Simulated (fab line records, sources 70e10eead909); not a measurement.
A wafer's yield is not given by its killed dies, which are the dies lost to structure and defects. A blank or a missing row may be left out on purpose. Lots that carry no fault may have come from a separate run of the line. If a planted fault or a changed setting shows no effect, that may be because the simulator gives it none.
fab line records	flow nandHarc
record: lots: 12	wafers: 36	lastDay: 33
route steps=1302 shown A_ZERO_WELL@405 A_ONON_D1@446 A_CHANNEL_HOLE_D1@450 END@1302
lots that met no fault: taken from a fault-free run of the same line
startH: start of the lot's first displayed wafer, in hours after the record's first day	waitH: hours from the lot's prior step to this one	" unchanged from the row above	L1.1+2: one row covering several wafers at once	- no value, or no start given	* or withheld: withheld	< > ~ a bound
route shown NAME@n: a module of which the file shows steps, and the number in the route of the first	usual: mean and standard deviation over wafers with no fault	same: alike in all rows	chamber/n: place in a boat	sites: each site's reading	_std_site: how widely they spread, as a standard deviation	_edge_site: inner sites' mean taken away from outer sites' mean	radiusMm: how far each site lies from the wafer's centre	mask NAME#n: copy n	behind: the most recent tool/chamber to have shaped the wafer	hold: why the lot went on hold/how many hours it stayed there/how the hold came to an end	device: the transistor (n, p or np) that didn't switch	end of line: tests of these same wafers at the route's end	a step given without rows: its recipe and nothing more	killed: not the wafer's yield, but the dies lost to structure and defects at the first sort	map: shows each die of a wafer: x if killed, . if not, _ if none is there
set.NAME: setting as actually run; set.NAME@STEP: the setting as run at that earlier step	model.NAME: the simulator's own value behind a step, which no gauge read
steps of the route over a sample of lots; a table a step, a row a wafer
services: from which hour (startH, from the record's first day; less than 0 if before it) a tool's chamber was out of use, for how many hours, and why
== steps ==
step: NHARC_A_ZERO_WELL_ETCH_13
recipe: targetDepthA: 1200	timeS: 40.1	hbrFlowSccm: 150	cl2FlowSccm: 50	rfW: 400	icpW: 400	biasW: 100	chemistry: HBr/Cl2
usual: drypumpMotorCurrentA: 5.9/0.59	oesProductAu: 1.002/0.0074	throttleValvePct: 26.406/0.0089
lot.wafer	tool	chamber	startH	waitH	drypumpMotorCurrentA	oesProductAu	rfHoursCounterH	throttleValvePct
L772.3	rieSi-04	2	140.50	-	6.3	0.999	0.9	26.402
L772.5	"	1	"	"	6.0	0.999	-	26.396
L772.6	"	2	"	"	6.3	0.997	-	26.411
L774.3	rieSi-04	1	154.75	-	6.0	1.006	1.0	26.418
L774.2	"	0	"	"	4.7	0.997	0.9	26.402
L774.6	"	1	"	"	6.0	0.996	-	26.401
L773.2	rieSi-05	2	155.42	-	6.1	0.999	0.1	26.405
L773.5	"	1	"	"	5.3	1.002	-	26.410
L773.6	"	2	"	"	6.1	0.988	-	26.396
L775.2	rieSi-06	2	166.37	-	5.9	1.008	0.5	26.409
L775.5	"	1	"	"	5.4	1.012	-	26.406
L775.6	"	2	"	"	5.9	0.999	-	26.404
L777.3	rieSi-04	0	190.19	-	4.7	1.001	0.2	26.419
L777.1	"	3	"	"	6.6	0.995	0.1	26.398
L777.5	"	1	"	"	6.0	1.002	-	26.390
L778.1	rieSi-04	2	197.59	-	6.3	1.010	0.1	26.410
L778.2	"	3	"	"	6.6	1.000	0.2	26.389
L778.3	"	0	"	"	4.7	1.015	0.2	26.394
L779.3	rieSi-06	0	213.05	-	6.2	1.017	0.9	26.409
L779.1	"	2	"	"	6.0	1.005	0.8	26.393
L779.6	"	1	"	"	5.4	1.012	-	26.416
L780.2	rieSi-04	2	214.15	-	6.4	1.015	0.2	26.412
L780.4	"	3	"	"	6.6	1.016	0.3	26.415
L780.6	"	0	"	"	4.7	1.004	-	26.419
L784.4	rieSi-04	2	253.53	-	6.4	1.017	0.6	26.408
L784.2	"	3	"	"	6.6	0.998	0.6	26.407
L784.5	"	2	"	"	6.4	1.010	-	26.400
L785.2	rieSi-05	1	266.81	-	5.3	1.003	1.0	26.413
L785.1	"	2	"	"	6.0	0.995	0.9	26.421
L785.3	"	0	"	"	6.1	0.993	0.8	26.420
L792.3	rieSi-06	2	338.88	-	6.0	1.012	0.5	26.392
L792.6	"	3	"	"	5.9	1.011	-	26.417
L792.4	"	1	"	"	5.4	1.003	-	26.415
L795.4	rieSi-04	3	366.79	-	6.6	0.999	0.1	26.407
L795.3	"	0	"	"	4.7	1.005	0.0	26.406
L795.6	"	1	"	"	6.0	1.001	-	26.412
step: NHARC_A_ONON_D1_DEP_33
recipe: targetThkA: 2000	tempC: 400	pressureTorr: 6.5	rfW: 900	teosFlowSccm: 161.4	flowSccm: 2650	targetThkNm: 200	gas: O2	material: SiO2
usual: heaterPowerW: 555/87	throttleValvePct: 16.3/0.67
lot.wafer	tool	chamber	startH	waitH	heaterPowerW	throttleValvePct
L772.3	pecvd-01	2	174.41	0.1	481	16.0
L772.6	"	0	"	"	488	14.8
L772.5	"	2	"	"	493	16.4
L774.3	pecvd-01	1	193.27	0.1	530	16.1
L774.2	"	0	"	"	515	15.0
L774.6	"	1	"	"	530	15.9
L773.2	pecvd-04	2	193.39	0.1	596	17.1
L773.5	"	0	"	"	424	16.2
L773.6	"	2	"	"	590	16.9
L775.2	pecvd-01	1	202.05	0.1	579	16.1
L775.5	"	0	"	"	515	14.7
L775.6	"	1	"	"	570	15.7
L777.3	pecvd-04	0	224.22	0.1	435	16.5
L777.1	"	2	"	"	692	17.5
L777.5	"	2	"	"	545	16.9
L778.2	pecvd-04	2	233.75	0.1	695	16.9
L778.3	"	0	"	"	450	16.4
L778.1	"	1	"	"	596	15.9
L780.2	pecvd-04	1	247.67	0.1	483	16.2
L780.6	"	1	"	"	499	16.1
L780.4	"	2	"	"	605	17.0
L779.1	pecvd-02	1	247.77	0.2	667	16.4
L779.3	"	0	"	"	585	16.8
L779.6	"	1	"	"	691	16.6
L784.2	pecvd-02	2	287.96	0.1	429	15.9
L784.5	"	2	"	"	457	16.1
L784.4	"	1	"	"	642	16.4
L785.3	pecvd-02	1	312.22	0.1	690	16.1
L785.2	"	2	"	"	504	16.0
L785.1	"	0	"	"	655	17.0
L792.3	pecvd-02	0	372.68	0.1	624	17.2
L792.6	"	1	"	"	648	16.4
L792.4	"	2	"	"	472	16.3
L795.3	pecvd-02	2	400.70	0.1	490	16.1
L795.4	"	2	"	"	505	16.1
L795.6	"	1	"	"	533	16.6
step: NHARC_A_ONON_D1_INSPECT_32
usual: rawDefectCount: 71/23
lot.wafer	tool	chamber	startH	waitH	rawDefectCount
L772.3	defectInspect-01	-	174.82	0.0	38
L772.5	"	-	"	"	93
L772.6	"	-	"	"	68
L774.2	defectInspect-02	-	193.75	0.0	78
L774.3	"	-	"	"	89
L774.6	"	-	"	"	55
L773.2	defectInspect-01	-	193.79	0.0	82
L773.5	"	-	"	"	66
L773.6	"	-	"	"	81
L775.2	defectInspect-02	-	202.50	0.0	29
L775.5	"	-	"	"	59
L775.6	"	-	"	"	46
L777.1	defectInspect-01	-	224.69	0.0	64
L777.3	"	-	"	"	47
L777.5	"	-	"	"	75
L778.1	defectInspect-01	-	234.25	0.0	50
L778.2	"	-	"	"	50
L778.3	"	-	"	"	96
L780.2	defectInspect-01	-	248.11	0.0	59
L780.4	"	-	"	"	103
L780.6	"	-	"	"	69
L779.1	defectInspect-02	-	248.25	0.0	54
L779.3	"	-	"	"	69
L779.6	"	-	"	"	72
L784.2	defectInspect-01	-	288.44	0.0	76
L784.4	"	-	"	"	21
L784.5	"	-	"	"	40
L785.1	defectInspect-01	-	312.72	0.0	78
L785.2	"	-	"	"	45
L785.3	"	-	"	"	86
L792.3	defectInspect-01	-	373.16	0.0	480
L792.4	"	-	"	"	468
L792.6	"	-	"	"	405
L795.3	defectInspect-02	-	401.17	0.0	445
L795.4	"	-	"	"	467
L795.6	"	-	"	"	466
step: NHARC_A_CHANNEL_HOLE_D1_DEP_00
recipe: targetThkA: 31000	tempC: 400	material: aC
usual: throttleValvePct: 34.999/0.0099
lot.wafer	tool	chamber	startH	waitH	throttleValvePct
L772.3	aclDep-02	0	175.53	0.7	35.010
L772.5	"	0	"	"	35.008
L772.6	"	0	"	"	35.010
L774.2	aclDep-02	0	194.86	1.1	35.013
L774.3	"	0	"	"	35.004
L774.6	"	0	"	"	34.991
L773.2	aclDep-03	0	195.45	1.7	34.988
L773.5	"	0	"	"	34.995
L773.6	"	0	"	"	35.002
L775.2	aclDep-02	0	206.39	3.9	34.976
L775.5	"	0	"	"	34.999
L775.6	"	0	"	"	34.989
L777.1	aclDep-01	0	227.18	2.5	34.994
L777.3	"	0	"	"	35.022
L777.5	"	0	"	"	34.994
L778.1	aclDep-01	0	235.88	1.6	34.985
L778.2	"	0	"	"	34.986
L778.3	"	0	"	"	35.003
L780.2	aclDep-03	0	248.72	0.6	34.998
L780.4	"	0	"	"	34.999
L780.6	"	0	"	"	35.003
L779.1	aclDep-01	0	249.98	1.7	35.001
L779.3	"	0	"	"	35.009
L779.6	"	0	"	"	35.020
L784.2	aclDep-02	0	288.83	0.4	35.004
L784.4	"	0	"	"	35.011
L784.5	"	0	"	"	34.997
L785.1	aclDep-01	0	314.55	1.8	35.004
L785.2	"	0	"	"	34.990
L785.3	"	0	"	"	35.002
L792.3	aclDep-02	0	373.86	0.7	34.986
L792.4	"	0	"	"	34.988
L792.6	"	0	"	"	35.004
L795.3	aclDep-01	0	401.87	0.7	35.001
L795.4	"	0	"	"	34.996
L795.6	"	0	"	"	34.970
step: NHARC_A_CHANNEL_HOLE_D1_ETCH_38
recipe: targetDepthA: 390	overEtchFrac: 0.3	timeS: 65	ionEnergyEv: 80	cf4FlowSccm: 150	arFlowSccm: 0	rfW: 300	biasW: 100	chemistry: CF4
usual: drypumpMotorCurrentA: 5.7/0.31	oesProductAu: 1.001/0.0082	rfVppV: 151.4/1	showerheadPlenumPTorr: 1.77/0.052	throttleValvePct: 13.284/0.0096
same: overEtchFrac: 0.3
lot.wafer	tool	chamber	startH	waitH	drypumpMotorCurrentA	oesProductAu	rfHoursCounterH	rfVppV	showerheadPlenumPTorr	throttleValvePct
L772.3	rieDiel-12	2	177.82	0.1	5.4	1.002	25	151.9	1.84	13.284
L772.6	"	2	"	"	5.4	1.000	-	152.5	1.84	13.286
L772.5	"	3	"	"	6.1	0.989	-	151.4	1.74	13.272
L774.3	rieDiel-02	3	197.44	0.1	5.8	1.011	11	150.6	1.81	13.269
L774.2	"	0	"	"	5.5	1.000	11	151.3	1.78	13.287
L774.6	"	2	"	"	6.0	1.001	-	153.3	1.79	13.276
L773.2	rieDiel-12	3	198.50	0.6	6.1	0.996	35	151.3	1.74	13.277
L773.5	"	1	"	"	5.5	0.993	-	151.4	1.83	13.280
L773.6	"	2	"	"	5.5	0.994	-	152.4	1.84	13.280
L775.2	rieDiel-02	0	209.01	0.1	5.5	1.001	12	150.2	1.78	13.293
L775.5	"	2	"	"	6.0	1.008	-	150.7	1.79	13.288
L775.6	"	3	"	"	5.8	1.009	-	151.9	1.81	13.284
L777.3	rieDiel-02	2	230.11	0.1	6.0	0.999	1	152.2	1.79	13.302
L777.1	"	0	"	"	5.5	1.003	1	152.4	1.78	13.279
L777.5	"	3	"	"	5.8	0.998	-	151.9	1.81	13.281
L778.1	rieDiel-12	0	239.11	0.1	5.0	1.002	48	152.0	1.74	13.305
L778.3	"	1	"	"	5.5	0.989	52	151.7	1.82	13.288
L778.2	"	2	"	"	5.4	0.995	49	153.3	1.83	13.309
L780.4	rieDiel-02	0	251.35	0.1	5.5	1.002	3	151.6	1.78	13.283
L780.2	"	1	"	"	5.7	1.000	2	151.8	1.69	13.295
L780.6	"	0	"	"	5.5	0.997	-	151.2	1.78	13.279
L779.1	rieDiel-02	3	252.81	0.1	5.8	1.007	4	150.7	1.81	13.272
L779.3	"	0	"	"	5.5	1.007	4	152.3	1.78	13.306
L779.6	"	3	"	"	5.8	0.996	-	151.1	1.81	13.292
L784.2	rieDiel-02	2	291.78	0.2	6.0	1.004	7	151.4	1.78	13.266
L784.4	"	0	"	"	5.6	1.002	8	152.7	1.78	13.284
L784.5	"	1	"	"	5.7	1.015	-	149.2	1.69	13.284
L785.2	rieDiel-02	3	317.34	0.1	5.8	1.004	10	152.5	1.81	13.284
L785.1	"	0	"	"	5.5	1.015	10	150.8	1.78	13.288
L785.3	"	1	"	"	5.7	1.008	7	149.4	1.69	13.267
L792.3	rieDiel-12	1	376.07	0.1	5.5	0.986	41	151.0	1.81	13.297
L792.4	"	2	"	"	5.5	0.984	36	150.2	1.82	13.273
L792.6	"	3	"	"	6.1	0.995	-	149.9	1.72	13.270
L795.4	rieDiel-02	1	404.15	0.1	5.7	1.002	0	149.7	1.68	13.293
L795.3	"	2	"	"	5.9	1.007	0	152.5	1.78	13.282
L795.6	"	0	"	"	5.5	0.986	-	151.2	1.78	13.268
step: NHARC_END_SORT_01
recipe: tempC: 25
usual: killedAtArray: 58/15	killedAtOther: 0.8/1.2	killedAtPeriphery: 3.5/2.5	killedDies: 62/15	killedOpen: 3.2/1.7	killedShort: 2.4/1.5
same: grossDies: 677
lot.wafer	tool	chamber	startH	waitH	killedAtArray	killedAtOther	killedAtPeriphery	killedDies	killedOpen	killedShort
L792.3	prober-01	0	763.20	3.1	98	2	3	103	4	3
L792.4	prober-01	0	764.00	3.4	86	0	3	89	2	3
L792.6	prober-01	0	765.61	4.0	108	2	1	111	2	0
L795.3	prober-01	0	788.48	3.1	63	4	1	68	2	5
L795.4	prober-01	0	789.28	3.4	79	3	2	84	3	3
L795.6	prober-01	0	790.88	4.0	103	1	2	106	2	4
killed by level:class
L792.3 A_ONON_D1:unspecified=30 A_CHANNEL_HOLE_D2:chamberFilmFlake=28 A_CHANNEL_HOLE_D1:chamberFilmFlake=13 A_CONTACT:chamberFilmFlake=10 A_SLIT:chamberFilmFlake=8 THIN_TSV:chamberFilmFlake=2 A_WL_FILL:chamberFilmFlake=2 P_CONTACT:geometricParticle:open=1
L792.4 A_CHANNEL_HOLE_D2:chamberFilmFlake=25 A_ONON_D1:unspecified=19 A_CHANNEL_HOLE_D1:chamberFilmFlake=17 A_SLIT:chamberFilmFlake=9 A_CONTACT:chamberFilmFlake=6 P_GATE:geometricParticle:short=2 A_ZERO_WELL:chamberFilmFlake=2 A_STAIRCASE:chamberFilmFlake=2
L792.6 A_ONON_D1:unspecified=54 A_CHANNEL_HOLE_D2:chamberFilmFlake=19 A_CONTACT:chamberFilmFlake=12 A_CHANNEL_HOLE_D1:chamberFilmFlake=9 A_SLIT:chamberFilmFlake=4 A_STAIRCASE:chamberFilmFlake=4 A_WL_FILL:chamberFilmFlake=4 THIN_TSV:chamberFilmFlake=2
L795.3 A_ONON_D1:unspecified=19 A_CHANNEL_HOLE_D1:chamberFilmFlake=16 A_SLIT:chamberFilmFlake=7 A_CONTACT:chamberFilmFlake=5 A_BLC:chamberFilmFlake=4 A_CHANNEL_HOLE_D2:chamberFilmFlake=3 A_CHANNEL_FILL_D2:geometricParticle:short=2 STARTING-WAFER:geometricParticle:short=2
L795.4 A_CHANNEL_HOLE_D1:chamberFilmFlake=29 A_ONON_D1:unspecified=24 A_SLIT:chamberFilmFlake=11 A_CONTACT:chamberFilmFlake=4 P_CONTACT:geometricParticle:open=2 HYBRID_BOND:chamberFilmFlake=2 A_DECK1_JOINT:chamberFilmFlake=2 A_STAIRCASE:chamberFilmFlake=2
L795.6 A_ONON_D1:unspecified=56 A_CHANNEL_HOLE_D1:chamberFilmFlake=20 A_SLIT:chamberFilmFlake=11 A_ZERO_WELL:chamberFilmFlake=3 A_DECK1_JOINT:chamberFilmFlake=2 A_CHANNEL_HOLE_D2:chamberFilmFlake=2 A_CONTACT:chamberFilmFlake=2 A_BLC:chamberFilmFlake=2
== services ==
tool	chamber	startH	hours	kind
rieDiel-12	-	127.57	0.8	repair
pecvd-01	-	130.23	13.0	pm
rieDiel-12	2	136.25	8.9	repair
pecvd-04	-	137.80	0.7	repair
pecvd-01	1	143.45	5.6	repair
aclDep-01	-	154.45	4.4	repair
rieSi-04	3	163.82	10.5	repair
rieSi-04	-	165.00	9.0	pm
aclDep-01	-	190.75	13.0	pm
rieDiel-02	-	212.02	0.8	repair
rieDiel-02	-	216.70	9.0	pm
aclDep-02	-	222.43	3.9	repair
pecvd-02	-	227.29	13.0	pm
aclDep-02	-	244.74	13.0	pm
rieDiel-12	3	252.89	13.2	repair
rieDiel-12	-	268.44	9.0	pm
pecvd-04	-	269.00	13.0	pm
pecvd-04	0	299.45	1.9	repair
pecvd-02	-	306.57	1.1	repair
rieDiel-12	-	335.31	2.3	repair
rieSi-04	-	342.00	9.0	pm
aclDep-01	-	372.72	13.0	pm
rieDiel-02	-	393.70	9.0	pm
rieDiel-12	-	396.22	1.2	repair
== key ==
firstSign: step: NHARC_A_ONON_D1_INSPECT_32	reading: rawDefectCount	direction: up	sigmas: 17	usual: 71	struck: 455
effect: step: NHARC_END_SORT_01	reading: killedDies	direction: up	sigmas: 2.1	usual: 62	struck: 94	wafersMoved: 3
moreKillsBornAt: NHARC_A_ONON_D1_DEP_33@pecvd-02: 202
metAt NHARC_A_ONON_D1_DEP_33
struckLots L792,L795
testerLeftOut L792,L795
notActingAt NHARC_A_ZERO_WELL_ETCH_13,NHARC_A_CHANNEL_HOLE_D1_DEP_00,NHARC_A_CHANNEL_HOLE_D1_ETCH_38
onsetBetween 312.22 372.68
alsoFits time
fault: kind: chamberParticleSource	tool: pecvd-02	chamber: -	onsetH: 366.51	steps: NHARC_A_ONON_D1_DEP_33	ratePerVisitCm2: 0.57671	endH: 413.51
testerLeftOut: of these lots the tester's yield and bins aren't shown, on N5 and GAA mostly nor the transistor test; their killed dies are dies lost to structure and defects alone, not to doping, threshold or leakage, so they don't give the yield
